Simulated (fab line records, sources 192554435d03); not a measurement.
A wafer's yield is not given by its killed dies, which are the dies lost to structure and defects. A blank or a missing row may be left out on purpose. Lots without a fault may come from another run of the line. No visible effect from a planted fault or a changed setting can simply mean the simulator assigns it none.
Struck lot and sound lot, side by side ; flow n5-finfet ; 43 steps out of a route of 1938
Sound: the wafers L329.2, L329.3, L329.5. Wafers L316.1, L316.3, L316.5 were the ones struck. The cause is named last.
For every step that has rows: the tool of each side, followed by ch and its chambers, followed by its first start. Under that, the readings that differ: sound wafers ; struck wafers ; difference of the means ; sigmas: that difference in standard deviations of wafers without a fault.
alike: a reading whose means differ by less than 2 such deviations, as well as words and numbers matching on both sides. not compared: withheld readings; readings where some wafer has no value; bounds like >300 that might hide an equal value; numbers whose values overlap and for which the record gives no deviation.
Wherever a step has rows on one side only, a row that says differs or no value, or a row with sigmas, the two part there. Numbers that have no deviation but don't overlap get no sigmas and don't part them. A reading missing from all wafers of one side parts the sides only when that side holds two or more wafers.

first, 11 steps without rows for these wafers: N5_BEOL_M2_DESCUM_33 (chemistry O2, time 7 s); N5_BEOL_M2_ETCH_77 (etches underlayer in N2/H2, target depth 6.5 nm, time 5.2 s); N5_BEOL_M2_ETCH_69 (etches SiARC in CF4, target depth 15.6 nm, time 26 s); N5_BEOL_M2_ALD_98 (deposits SiO2, target thk 2.5 nm, pulse time 1 s, co reactant pulse time 1 s); N5_BEOL_M2_ETCHBACK_99 (etches SiO2 in CHF3, target depth 5 nm, time 10.4 s); N5_BEOL_M2_ETCH_70 (etches SOC in N2/H2, target depth 80 nm, overetch 24 nm, time 130 s); N5_BEOL_M2_STRIP_71 (strips in N2/H2); N5_BEOL_M2_STRIP_78 (strips in N2/H2); N5_BEOL_M2_VIA_ETCH_34 (etches the open film in C4F6/O2, target depth 69.4 nm, time 65.9 s); N5_BEOL_M2_STRIP_83 (strips in C4F6/O2); N5_BEOL_M2_STRIP_36 (strips in N2/H2).
N5_BEOL_M2_TRENCH_ETCH_37: etches SiOC in C4F6/O2, target depth 55.555 nm, time 29.2 s.
  sound on rie-diel-03 ch 0,1,3, day 12 18:54; struck on rie-diel-03 ch 0,1, day 8 22:51
reading;sound;struck;difference;sigmas
rf-fwd-power-W (W);348.8 351.5 347.6;285.6 285.1 285.4;-63.9;-40
rf-vpp-V (V);671 661 656;726 732 733;+68;+6
model.BEOL_M2.feature-depth-nm (nm);56.8 54.4 57.2;52.6 50.6 50.8;-4.8;
model.etch.depth-nm (nm);56.76 54.48 57.25;52.5 50.65 50.88;-4.8;
  alike: drypump-motor-current-A, oes-product-au, showerhead-plenum-p-Torr, throttle-valve-pct
  not compared: rf-hours-counter-h
then, 2 steps without rows for these wafers: N5_BEOL_M2_ETCH_41 (etches SiCN in CH3F/O2, target depth 29.9 nm, time 52.5 s); N5_BEOL_M2_STRIP_97 (strips in N2/H2, time 10 s).
N5_BEOL_M2_OCD_MEAS_38:
  struck on ocd-01, day 8 23:01; sound on ocd-01, day 12 19:03
reading;sound;struck;difference;sigmas
trench-depth-nm (nm);56.5 54.5 57.5;52.9 50.7 51.0;-4.6;-4
then, 25 steps without rows for these wafers: N5_BEOL_M2_HM_STRIP_39 (strips TiN in peroxide tin strip, target depth 25 nm, time 158 s); N5_BEOL_M2_SRD_40 (time 30 s); N5_BEOL_M2_PRECLEAN_42 (cleans in residue remover, time 60 s); N5_BEOL_M2_SRD_43 (time 30 s); N5_BEOL_M2_DEGAS_44 (time 60 s); N5_BEOL_M2_PRE_CLEAN_45 (time 30 s); N5_BEOL_M2_ALD_84 (deposits TaN, pulse time 2 s, purge time 3 s, co reactant purge time 2 s); N5_BEOL_M2_SURFACE_TREAT_85; N5_BEOL_M2_CVD_47 (deposits Co from CCTBA/H2, target thk 3 nm, time 223.8 s); N5_BEOL_M2_SPUTTER_48 (material Cu, target thk 4.5 nm, time 8.29 s); N5_BEOL_M2_ANNEAL_49 (time 240 s); N5_BEOL_M2_SPUTTER_79 (material Cu, target thk 4.5 nm, time 8.29 s); N5_BEOL_M2_ANNEAL_80 (time 240 s); N5_BEOL_M2_SPUTTER_81 (material Cu, target thk 4.5 nm, time 8.29 s); N5_BEOL_M2_ANNEAL_82 (time 240 s); N5_BEOL_M2_SPUTTER_86 (material Cu, target thk 4.5 nm, time 8.29 s); N5_BEOL_M2_ANNEAL_87 (time 240 s); N5_BEOL_M2_SPUTTER_88 (material Cu, target thk 4.5 nm, time 8.29 s); N5_BEOL_M2_ANNEAL_89 (time 240 s); N5_BEOL_M2_SPUTTER_90 (material Cu, target thk 4.5 nm, time 8.29 s); N5_BEOL_M2_ANNEAL_91 (time 240 s); N5_BEOL_M2_SPUTTER_92 (material Cu, target thk 4.5 nm, time 8.29 s); N5_BEOL_M2_ANNEAL_93 (time 240 s); N5_BEOL_M2_SPUTTER_94 (material Cu, target thk 4.5 nm, time 8.29 s); N5_BEOL_M2_ANNEAL_95 (time 240 s).
N5_BEOL_M2_CMP_52: polishes, stops on SiOC, t overpolish 6.8 s, target thk 40 nm.
  sound on cmp-04 ch 0,3, day 13 00:04; struck on cmp-04 ch 1,3, day 9 02:26
  alike: barrier-field-endpoint-s, motor-current-A, overpolish-run-s, time-to-endpoint-s
  not compared: model.Cu_of_BEOL_M2_ECD_50.thk-nm
N5_BEOL_M4_RC_MEAS_101:
  sound on prober-02 ch 0, day 14 02:07; struck on prober-01 ch 0, day 9 21:47
  alike: DIBL_N, DIBL_P, IOFF_N, IOFF_P, ION_N, ION_P, SS_N, SS_P, VT_N, VT_P
then, 1 step without rows for these wafers: N5_PASSIVATION_PROBE_49.

## WHERE THEY PART
First at N5_BEOL_M2_TRENCH_ETCH_37; last, within this record, at N5_BEOL_M2_OCD_MEAS_38. Later steps at which nothing parts them and some readings are alike: N5_BEOL_M2_CMP_52, N5_BEOL_M4_RC_MEAS_101.

WHY: what had been put in by the simulator
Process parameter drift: rie-diel-03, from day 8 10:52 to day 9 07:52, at N5_BEOL_M2_TRENCH_ETCH_37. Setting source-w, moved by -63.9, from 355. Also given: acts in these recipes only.
